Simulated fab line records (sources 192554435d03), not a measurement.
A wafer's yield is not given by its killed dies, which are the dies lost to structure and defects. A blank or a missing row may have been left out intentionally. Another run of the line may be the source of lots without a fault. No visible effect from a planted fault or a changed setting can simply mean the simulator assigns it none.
Matching of chambers :: flow n5Finfet :: N5_BEOL_M15_DEP_53 on pecvd-03 has 3 sister chambers
The step deposits SiCN from 3MS/NH3, target thk 50 nm, time 17.8 s. 14 wafers are shown with their chamber, then 7 later ones without.

## WAFERS, EACH WITH ITS CHAMBER
wafer: L166.1
chamber: 2
throttleValvePct (%): 16.3
showerheadPlenumPTorr (Torr): 4.125

wafer: L166.3
chamber: 1
throttleValvePct (%): 19.2
showerheadPlenumPTorr (Torr): 4.164

wafer: L166.6
chamber: 2
throttleValvePct (%): 16.2
showerheadPlenumPTorr (Torr): 4.128

wafer: L170.2
chamber: 2
throttleValvePct (%): 16.2
showerheadPlenumPTorr (Torr): 4.125

wafer: L170.3
chamber: 1
throttleValvePct (%): 19.2
showerheadPlenumPTorr (Torr): 4.164

wafer: L170.4
chamber: 2
throttleValvePct (%): 16.5
showerheadPlenumPTorr (Torr): 4.126

wafer: L176.1
chamber: 2
throttleValvePct (%): 16.2
showerheadPlenumPTorr (Torr): 4.132

wafer: L176.2
chamber: 0
throttleValvePct (%): 18.4
showerheadPlenumPTorr (Torr): 4.169

wafer: L176.3
chamber: 1
throttleValvePct (%): 19.3
showerheadPlenumPTorr (Torr): 4.171

wafer: L182.1
chamber: 1
throttleValvePct (%): 19.1
showerheadPlenumPTorr (Torr): 4.169

wafer: L182.2
chamber: 0
throttleValvePct (%): 18.2
showerheadPlenumPTorr (Torr): 4.163

wafer: L182.4
chamber: 0
throttleValvePct (%): 18.2
showerheadPlenumPTorr (Torr): 4.166

wafer: L181.2
chamber: 0
throttleValvePct (%): 18.1
showerheadPlenumPTorr (Torr): 4.163

wafer: L181.4
chamber: 2
throttleValvePct (%): 16.3
showerheadPlenumPTorr (Torr): 4.137

SIGNATURES, as means of the wafers listed above
reading: throttleValvePct
chamber 0: 18.225
chamber 1: 19.200
chamber 2: 16.283
scatter within a chamber: 0.111

reading: showerheadPlenumPTorr
chamber 0: 4.16525
chamber 1: 4.16700
chamber 2: 4.12883
scatter within a chamber: 0.00402
Rule: a wafer's distance from a chamber is the root of the sum, over the readings, of the square of ((its reading less the chamber's mean) divided by the reading's scatter). If the next closest chamber is less than 2 further off than the closest, the wafer can't be placed; otherwise it belongs to the closest. How the scatter is found: for the shown wafers, subtract from each reading the mean of its chamber, square and add these, divide the total by (wafers less chambers), then take the root.

## WAFERS MISSING THEIR CHAMBER
wafer: L181.5
throttleValvePct (%): 19.0
showerheadPlenumPTorr (Torr): 4.162

wafer: L184.1
throttleValvePct (%): 18.8
showerheadPlenumPTorr (Torr): 4.159

wafer: L184.5
throttleValvePct (%): 18.5
showerheadPlenumPTorr (Torr): 4.155

wafer: L184.6
throttleValvePct (%): 16.4
showerheadPlenumPTorr (Torr): 4.126

wafer: L187.2
throttleValvePct (%): 18.1
showerheadPlenumPTorr (Torr): 4.172

wafer: L187.3
throttleValvePct (%): 19.1
showerheadPlenumPTorr (Torr): 4.181

wafer: L187.4
throttleValvePct (%): 18.1
showerheadPlenumPTorr (Torr): 4.163

## CHAMBER TAKEN BY EACH
wafer: L181.5
from the rows above: 1
in truth: 1

wafer: L184.1
from the rows above: can't be placed: 1 or 0
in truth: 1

wafer: L184.5
from the rows above: 0
in truth: 0

wafer: L184.6
from the rows above: 2
in truth: 2

wafer: L187.2
from the rows above: 0
in truth: 0

wafer: L187.3
from the rows above: 1
in truth: 1

wafer: L187.4
from the rows above: 0
in truth: 0
6 of 7 placed correctly. Not placeable from these rows: 1 (in 1, the candidates include the true chamber). 0 placed wrongly.
